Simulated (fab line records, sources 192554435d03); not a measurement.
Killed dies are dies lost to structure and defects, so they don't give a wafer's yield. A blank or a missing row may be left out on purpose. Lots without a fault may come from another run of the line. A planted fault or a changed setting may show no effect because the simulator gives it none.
Chamber matching | flow n5_finfet | N5_MOL_CONTACT_COAG_ALD_27 on ald_sin-01: 4 sister chambers
The step deposits SiOC, target thk 17 nm, pulse time 1.5 s, time 2720 s. 4 wafers are shown with their chamber, then 10 later ones without.

WAFERS WITH THEIR CHAMBER
wafer  | chamber | heater_power_w (W)
L084.3 | 3       | 741
L086.2 | 1       | 811
L090.1 | 0       | 905
L090.4 | 2       | 672

WAFERS WITHOUT THEIR CHAMBER
wafer  | heater_power_w (W)
L090.6 | 667
L093.1 | 732
L093.5 | 692
L093.6 | 738
L094.2 | 674
L094.3 | 817
L094.5 | 718
L096.2 | 692
L096.3 | 750
L096.4 | 817

WHICH CHAMBER EACH WENT THROUGH
wafer  | from the rows above     | in truth
L090.6 | 2                       | 2
L093.1 | 3                       | 3
L093.5 | 2                       | 2
L093.6 | 3                       | 3
L094.2 | 2                       | 2
L094.3 | 1                       | 1
L094.5 | can't be placed: 3 or 2 | 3
L096.2 | 2                       | 2
L096.3 | 3                       | 3
L096.4 | 1                       | 1
Placed correctly: 9 of 10. Can't be placed from these rows: 1 (the true chamber is among the candidates in 1). Placed wrongly: 0.
How it was worked out, from the rows above alone: a wafer's distance from a chamber is the root of the sum, over the readings, of the square of ((its reading less the chamber's mean) divided by the reading's scatter). The wafer belongs to the nearest chamber; if the next one is less than 2 further off, it can't be placed. A chamber's mean is the mean of its shown wafers. The scatter: with one shown wafer a chamber, the root of the mean of the squares of how far each hidden wafer lies from its nearest shown one.
